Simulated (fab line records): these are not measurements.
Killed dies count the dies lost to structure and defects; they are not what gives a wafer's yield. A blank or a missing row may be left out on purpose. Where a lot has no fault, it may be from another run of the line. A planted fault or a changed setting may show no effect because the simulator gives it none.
fab line records	flow nandHarc
record lots=6	wafers=16	lastDay=24
route steps=1159 shown A_SLIT@802 A_SIN_REMOVE@804 A_WL_FILL@809 END@1159
lots untouched by any fault: they come from a run of this same line in which no faults occurred
startH: the number of hours between the record's first day and the start of the first shown wafer of the lot	waitH: hours from the lot's prior step to this one	" same as the row above	L1.1+2: a single row standing in for several wafers	- no value present, or no start provided	* or withheld: withheld	< > ~ a bound
route shown NAME@n: names a module that has steps shown in the file, with the first one's number in the route	usual: mean/standard deviation taken from wafers without a fault	same: alike in all rows	chamber/n: place in a boat	sites: the reading at each site	_std_site: standard deviation of those values	_edge_site: the outer-site mean with the inner-site mean subtracted	radiusMm: for every site, how far away it sits from the centre of the wafer	mask NAME#n: copy n	behind: tool/chamber where the wafer was last shaped	hold: cause of the lot's hold/its duration in hours/its outcome	device: the transistor (n, p or np) that didn't switch	end of line: the route-end tests of the same wafers	where a step has no rows: the recipe by itself	killed: dies that structure and defects cost at the first sort, which is not the same as the wafer's yield	map: a wafer's dies, x killed, . not, _ none there
set.NAME: the setting the step ran with; set.NAME@STEP: the setting that earlier step ran with	model.NAME: the simulator's own value behind a step, which no gauge read
certain route steps with their lots: each step a table, each wafer a row
services: when a tool's chamber went out of use (startH, in hours from the record's first day, below 0 if earlier), for how many hours, and the reason
## steps
# step NHARC_A_SLIT_SRD_20
# step NHARC_A_SLIT_CD_MEAS_21
# usual cdNm=289.6/1.1
lot.wafer	tool	chamber	startH	waitH	cdNm
L725.1	cdSem-01	-	335.85	-	289.9
L725.4	"	-	"	"	290.3
L725.6	"	-	"	"	290.1
L729.1	cdSem-03	-	353.59	-	289.9
L729.2	"	-	"	"	289.9
L729.6	"	-	"	"	290.0
L733.5	cdSem-02	-	377.13	-	289.8
L733.6	"	-	"	"	290.0
L735.5	cdSem-02	-	382.68	-	287.9
L735.6	"	-	"	"	288.6
L738.1	cdSem-01	-	395.28	-	290.2
L738.3	"	-	"	"	291.2
L738.4	"	-	"	"	290.7
L747.1	cdSem-01	-	464.92	-	290.0
L747.3	"	-	"	"	290.9
L747.4	"	-	"	"	289.8
# step NHARC_A_SIN_REMOVE_WET_00
# recipe tempC=160	timeS=15300	chemistry=H3PO4
# step NHARC_A_SIN_REMOVE_PRECLEAN_01
# recipe timeS=*	tempC=50	bathAgeMin=0	chemistry=SC1
# step NHARC_A_SIN_REMOVE_SRD_02
# step NHARC_A_SIN_REMOVE_INSPECT_04
# usual rawDefectCount=287/73
lot.wafer	tool	chamber	startH	waitH	rawDefectCount
L725.1	defectInspect-02	-	343.14	0.0	249
L725.4	"	-	"	"	221
L725.6	"	-	"	"	335
L729.1	defectInspect-02	-	361.29	0.0	349
L729.2	"	-	"	"	380
L729.6	"	-	"	"	404
L733.5	defectInspect-02	-	384.77	0.0	204
L733.6	"	-	"	"	291
L735.5	defectInspect-02	-	390.38	0.0	241
L735.6	"	-	"	"	239
L738.1	defectInspect-02	-	402.86	0.0	221
L738.3	"	-	"	"	199
L738.4	"	-	"	"	304
L747.1	defectInspect-01	-	472.59	0.0	259
L747.3	"	-	"	"	256
L747.4	"	-	"	"	290
# step NHARC_A_WL_FILL_ALD_00
# recipe targetThkA=30	pulseTimeS=3	aldCycles=30	tempC=300	material=Al2O3
# usual heaterPowerW=460/43	precursorPulseHeightRel=0.996/0.021
# same aldCycles=30
lot.wafer	tool	chamber	startH	waitH	heaterPowerW	precursorPulseHeightRel
L725.1	aldHk-03	1	343.31	0.2	408	1.019
L725.4	"	0	"	"	514	0.968
L725.6	"	1	"	"	420	1.029
L729.2	aldHk-02	2	361.36	0.1	447	0.995
L729.1	"	1	"	"	398	1.003
L729.6	"	2	"	"	446	0.976
L733.5	aldHk-01	3	385.20	0.4	452	0.984
L733.6	"	0	"	"	483	1.021
L735.6	aldHk-03	0	390.55	0.2	509	0.969
L735.5	"	1	"	"	408	0.955
L738.4	aldHk-01	3	403.67	0.8	482	0.986
L738.3	"	1	"	"	539	0.998
L738.1	"	2	"	"	445	0.986
L747.3	aldHk-02	0	472.88	0.3	496	1.009
L747.1	"	1	"	"	384	0.997
L747.4	"	2	"	"	432	0.963
# step NHARC_A_WL_FILL_RTA_01
# recipe tempC=1000	timeS=5
# usual lampPowerPct=28.4/0.86	lamp_zone_1_pct=28.4/0.85	wafer_temp_C_max=1004.4/0.97
lot.wafer	tool	chamber	startH	waitH	lampPowerPct	lamp_zone_1_pct	wafer_temp_C_max
L725.1	rtpAnneal-01	0	343.92	-	27.6	27.6	1005.2
L725.4	"	0	"	"	27.5	27.5	1004.1
L725.6	"	0	"	"	27.6	27.6	1003.2
L729.1	rtpAnneal-01	0	361.62	-	27.6	27.6	1005.7
L729.2	"	0	"	"	27.6	27.6	1003.9
L729.6	"	0	"	"	27.6	27.6	1006.0
L733.5	rtpAnneal-02	0	385.48	-	29.3	29.3	1003.4
L733.6	"	0	"	"	29.3	29.3	1004.1
L735.5	rtpAnneal-02	0	391.03	-	29.3	29.3	1003.6
L735.6	"	0	"	"	29.2	29.3	1003.1
L738.1	rtpAnneal-02	0	403.95	-	29.3	29.3	1003.8
L738.3	"	0	"	"	29.3	29.3	1004.6
L738.4	"	0	"	"	29.3	29.3	1003.5
L747.1	rtpAnneal-01	0	473.11	-	27.6	27.6	1004.7
L747.3	"	0	"	"	27.6	27.6	1006.1
L747.4	"	0	"	"	27.6	27.6	1005.4
# step NHARC_A_WL_FILL_ALD_02
# recipe targetThkA=20	pulseTimeS=3	aldCycles=100	tempC=450	material=TiN
# usual heaterPowerW=1032/110	precursorPulseHeightRel=0.999/0.021
# same aldCycles=100
lot.wafer	tool	chamber	startH	waitH	heaterPowerW	precursorPulseHeightRel
L725.1	aldMetal-02	1	344.13	0.2	1089	1.020
L725.4	"	3	"	"	1038	1.011
L725.6	"	1	"	"	1068	0.984
L729.2	aldMetal-02	1	361.87	0.2	1091	0.988
L729.1	"	2	"	"	1017	0.959
L729.6	"	1	"	"	1091	1.023
L733.5	aldMetal-01	0	385.73	0.2	990	0.987
L733.6	"	1	"	"	859	1.014
L735.6	aldMetal-03	1	391.28	0.2	1018	1.012
L735.5	"	2	"	"	965	0.978
L738.4	aldMetal-03	0	404.17	0.1	1275	0.981
L738.3	"	1	"	"	1002	1.004
L738.1	"	3	"	"	1039	0.972
L747.3	aldMetal-03	1	473.32	0.1	980	1.003
L747.1	"	2	"	"	980	0.997
L747.4	"	1	"	"	995	1.010
# step NHARC_A_WL_FILL_CVD_03
# recipe targetThkA=400	tempC=300	pressureTorr=40	wf6FlowSccm=40	h2FlowSccm=1600	arFlowSccm=1560	timeS=3302	material=W
# usual heaterPowerW=490/55	mfcArSccm=1560/4.8	throttleValvePct=7.7/0.38
lot.wafer	tool	chamber	startH	waitH	heaterPowerW	mfcArSccm	throttleValvePct
L725.1	cvdW-02	1	348.37	3.9	448	1554	7.8
L725.4	"	0	349.82	5.3	485	1564	7.8
L725.6	"	0	"	"	480	1563	7.9
L729.1	cvdW-02	0	363.47	1.3	486	1558	8.0
L729.2	"	1	"	"	441	1559	7.8
L729.6	"	0	365.37	3.1	484	1561	8.1
L733.6	cvdW-01	0	394.14	8.2	565	1557	7.6
L733.5	"	1	"	"	463	1557	8.4
L735.6	cvdW-01	1	398.07	6.6	458	1555	8.5
L735.5	"	0	"	"	579	1562	7.6
L738.1	cvdW-02	1	406.14	1.6	439	1562	7.4
L738.4	"	0	"	"	464	1566	7.7
L738.3	"	1	"	"	436	1559	7.4
L747.1	cvdW-01	0	477.88	4.1	579	1571	7.6
L747.4	"	0	"	"	581	1574	7.9
L747.3	"	1	"	"	449	1557	8.4
# step NHARC_A_WL_FILL_ETCHBACK_04
# recipe targetDepthA=600	timeS=120	chemistry=NF3
# usual drypumpMotorCurrentA=5.87/0.26	oesProductAu=0.999/0.0087
lot.wafer	tool	chamber	startH	waitH	drypumpMotorCurrentA	oesProductAu	rfHoursCounterH
L725.1	rieMetal-03	0	351.77	2.9	6.15	1.009	1.6
L725.4	"	0	"	"	6.12	1.005	-
L725.6	"	1	"	"	5.76	0.996	-
L729.1	rieMetal-01	0	366.80	2.9	5.53	0.998	0.9
L729.2	"	1	"	"	5.73	0.988	0.9
L729.6	"	1	"	"	5.74	1.002	-
L733.5	rieMetal-03	0	395.68	0.6	6.14	0.766	-
L733.6	"	1	"	"	5.75	0.992	-
L735.5	rieMetal-03	0	399.65	0.6	6.12	0.764	-
L735.6	"	1	"	"	5.75	0.998	-
L738.1	rieMetal-02	0	408.98	2.4	5.87	1.007	0.5
L738.4	"	0	"	"	5.88	1.001	-
L738.3	"	1	"	"	6.25	1.014	-
L747.1	rieMetal-02	1	481.22	2.9	6.27	1.009	2.3
L747.3	"	1	"	"	6.24	0.991	-
L747.4	"	0	"	"	5.88	1.008	-
# step NHARC_A_WL_FILL_ETCHBACK_05
# recipe targetDepthA=220	timeS=60	tempC=40	chemistry=Cl2/BCl3
# usual drypumpMotorCurrentA=5.87/0.26	oesProductAu=1.000/0.01
lot.wafer	tool	chamber	startH	waitH	drypumpMotorCurrentA	oesProductAu	rfHoursCounterH
L725.1	rieMetal-03	0	352.01	0.2	6.12	1.007	1.8
L725.4	"	1	"	"	5.78	1.002	-
L725.6	"	0	"	"	6.13	1.007	-
L729.2	rieMetal-01	1	367.04	0.2	5.74	0.994	1.0
L729.1	"	0	"	"	5.54	1.000	1.0
L729.6	"	1	"	"	5.74	0.997	-
L733.6	rieMetal-03	1	395.84	0.1	5.77	0.992	-
L733.5	"	0	"	"	6.12	1.011	-
L735.5	rieMetal-03	0	399.80	0.1	6.13	1.011	-
L735.6	"	1	"	"	5.77	0.999	-
L738.1	rieMetal-02	1	409.23	0.2	6.23	1.009	0.6
L738.3	"	0	"	"	5.87	1.013	-
L738.4	"	1	"	"	6.25	1.014	-
L747.1	rieMetal-02	0	481.46	0.2	5.89	1.001	2.5
L747.4	"	0	"	"	5.88	0.998	-
L747.3	"	1	"	"	6.26	1.006	-
# step NHARC_END_SORT_01
# recipe tempC=25
# usual killedAtArray=21/8.9	killedAtOther=0.8/1.3	killedAtPeriphery=3.6/2.4	killedDies=26/8.9	killedOpen=3.1/1.8	killedShort=1.9/1.3
# same grossDies=677
lot.wafer	tool	chamber	startH	waitH	killedAtArray	killedAtOther	killedAtPeriphery	killedDies	killedOpen	killedShort
L735.5	prober-02	0	496.96	3.7	670	0	7	677	2	1
L733.5	prober-01	0	497.01	3.7	670	3	4	677	6	2
# killed by level:class
L735.5 A_WL_FILL:areaEtchback=663 P_M1:chamberFilmFlake=3 A_CONTACT:chamberFilmFlake=3 P_M1:geometricParticle:open=2 P_ZERO_WELL:chamberFilmFlake=2 A_CHANNEL_HOLE_D1:chamberFilmFlake=2 A_CHANNEL_HOLE_D1:geometricParticle:short=1 A_STAIRCASE:chamberFilmFlake=1
L733.5 A_WL_FILL:areaEtchback=636 A_CHANNEL_HOLE_D1:chamberFilmFlake=18 A_SLIT:chamberFilmFlake=8 THIN_TSV:chamberFilmFlake=3 A_WL_FILL:chamberFilmFlake=2 P_CONTACT:geometricParticle:open=1 P_M0:geometricParticle:open=1 P_M1:geometricParticle:open=1
# map L733.5 (x killed, . not)
____________x____________
_________xxxxxxx_________
_______xxxxxxxxxxx_______
______xxxxxxxxxxxxx______
_____xxxxxxxxxxxxxxx_____
____xxxxxxxxxxxxxxxxx____
____xxxxxxxxxxxxxxxxx____
___xxxxxxxxxxxxxxxxxxx___
___xxxxxxxxxxxxxxxxxxx___
__xxxxxxxxxxxxxxxxxxxxx__
__xxxxxxxxxxxxxxxxxxxxx__
_xxxxxxxxxxxxxxxxxxxxxxx_
_xxxxxxxxxxxxxxxxxxxxxxx_
_xxxxxxxxxxxxxxxxxxxxxxx_
_xxxxxxxxxxxxxxxxxxxxxxx_
_xxxxxxxxxxxxxxxxxxxxxxx_
xxxxxxxxxxxxxxxxxxxxxxxxx
xxxxxxxxxxxxxxxxxxxxxxxxx
xxxxxxxxxxxxxxxxxxxxxxxxx
xxxxxxxxxxxxxxxxxxxxxxxxx
xxxxxxxxxxxxxxxxxxxxxxxxx
_xxxxxxxxxxxxxxxxxxxxxxx_
_xxxxxxxxxxxxxxxxxxxxxxx_
_xxxxxxxxxxxxxxxxxxxxxxx_
_xxxxxxxxxxxxxxxxxxxxxxx_
_xxxxxxxxxxxxxxxxxxxxxxx_
__xxxxxxxxxxxxxxxxxxxxx__
__xxxxxxxxxxxxxxxxxxxxx__
___xxxxxxxxxxxxxxxxxxx___
___xxxxxxxxxxxxxxxxxxx___
____xxxxxxxxxxxxxxxxx____
____xxxxxxxxxxxxxxxxx____
_____xxxxxxxxxxxxxxx_____
______xxxxxxxxxxxxx______
_______xxxxxxxxxxx_______
_________xxxxxxx_________
____________x____________
# map L735.5 (x killed, . not)
____________x____________
_________xxxxxxx_________
_______xxxxxxxxxxx_______
______xxxxxxxxxxxxx______
_____xxxxxxxxxxxxxxx_____
____xxxxxxxxxxxxxxxxx____
____xxxxxxxxxxxxxxxxx____
___xxxxxxxxxxxxxxxxxxx___
___xxxxxxxxxxxxxxxxxxx___
__xxxxxxxxxxxxxxxxxxxxx__
__xxxxxxxxxxxxxxxxxxxxx__
_xxxxxxxxxxxxxxxxxxxxxxx_
_xxxxxxxxxxxxxxxxxxxxxxx_
_xxxxxxxxxxxxxxxxxxxxxxx_
_xxxxxxxxxxxxxxxxxxxxxxx_
_xxxxxxxxxxxxxxxxxxxxxxx_
xxxxxxxxxxxxxxxxxxxxxxxxx
xxxxxxxxxxxxxxxxxxxxxxxxx
xxxxxxxxxxxxxxxxxxxxxxxxx
xxxxxxxxxxxxxxxxxxxxxxxxx
xxxxxxxxxxxxxxxxxxxxxxxxx
_xxxxxxxxxxxxxxxxxxxxxxx_
_xxxxxxxxxxxxxxxxxxxxxxx_
_xxxxxxxxxxxxxxxxxxxxxxx_
_xxxxxxxxxxxxxxxxxxxxxxx_
_xxxxxxxxxxxxxxxxxxxxxxx_
__xxxxxxxxxxxxxxxxxxxxx__
__xxxxxxxxxxxxxxxxxxxxx__
___xxxxxxxxxxxxxxxxxxx___
___xxxxxxxxxxxxxxxxxxx___
____xxxxxxxxxxxxxxxxx____
____xxxxxxxxxxxxxxxxx____
_____xxxxxxxxxxxxxxx_____
______xxxxxxxxxxxxx______
_______xxxxxxxxxxx_______
_________xxxxxxx_________
____________x____________
## services
tool	chamber	startH	hours	kind
aldHk-03	-	322.00	10.0	pm
aldMetal-03	-	322.00	10.0	pm
rieMetal-01	-	332.00	9.0	pm
aldMetal-03	1	350.39	20.2	repair
rieMetal-02	0	362.89	3.2	repair
aldMetal-02	-	363.87	0.5	repair
aldMetal-02	-	364.39	10.0	pm
cvdW-02	-	379.06	13.0	pm
rieMetal-02	-	388.00	9.0	pm
rieMetal-02	0	388.00	9.0	ventCycle
aldMetal-01	1	405.26	7.6	repair
aldHk-01	-	409.24	10.0	pm
aldMetal-02	3	411.53	23.3	repair
cvdW-02	0	450.66	21.1	repair
aldMetal-01	-	451.79	0.4	repair
rieMetal-03	-	453.00	9.0	pm
rieMetal-03	0	453.00	9.0	ventCycle
rieMetal-03	1	453.00	9.0	ventCycle
aldMetal-01	-	458.00	10.0	pm
aldHk-02	-	461.23	10.0	pm
rieMetal-03	0	462.00	-	clean
rieMetal-03	1	462.00	-	clean
aldMetal-03	0	470.60	3.6	repair
cvdW-01	-	480.71	13.0	pm
## key
firstSign step=NHARC_A_WL_FILL_ETCHBACK_04	reading=oesProductAu	direction=down	sigmas=27	usual=0.999	struck=0.765
effect step=NHARC_END_SORT_01	reading=killedDies	direction=up	sigmas=73	usual=26	struck=677
moreKillsBornAt NHARC_A_WL_FILL_ETCHBACK_04@rieMetal-03=1299
metAt NHARC_A_WL_FILL_ETCHBACK_04
struckWafers L733.5,L735.5
laterRowsLeftOut L733.5,L735.5
testerLeftOut L733,L735
onsetBetween 351.77 395.68
fault kind=processParameterDrift	tool=rieMetal-03	chamber=-	onsetH=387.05	steps=NHARC_A_WL_FILL_ETCHBACK_04	channel=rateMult	offset=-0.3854	shape=step	endH=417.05	scope=struckWafersOnly
# testerLeftOut: of these lots the tester's yield and bins aren't shown, on N5 and GAA mostly nor the transistor test; their killed dies are dies lost to structure and defects alone, not to doping, threshold or leakage, so they don't give the yield
# laterRowsLeftOut: the simulator's readings of these wafers behind a module that went badly wrong aren't trusted and aren't shown, but for the sort
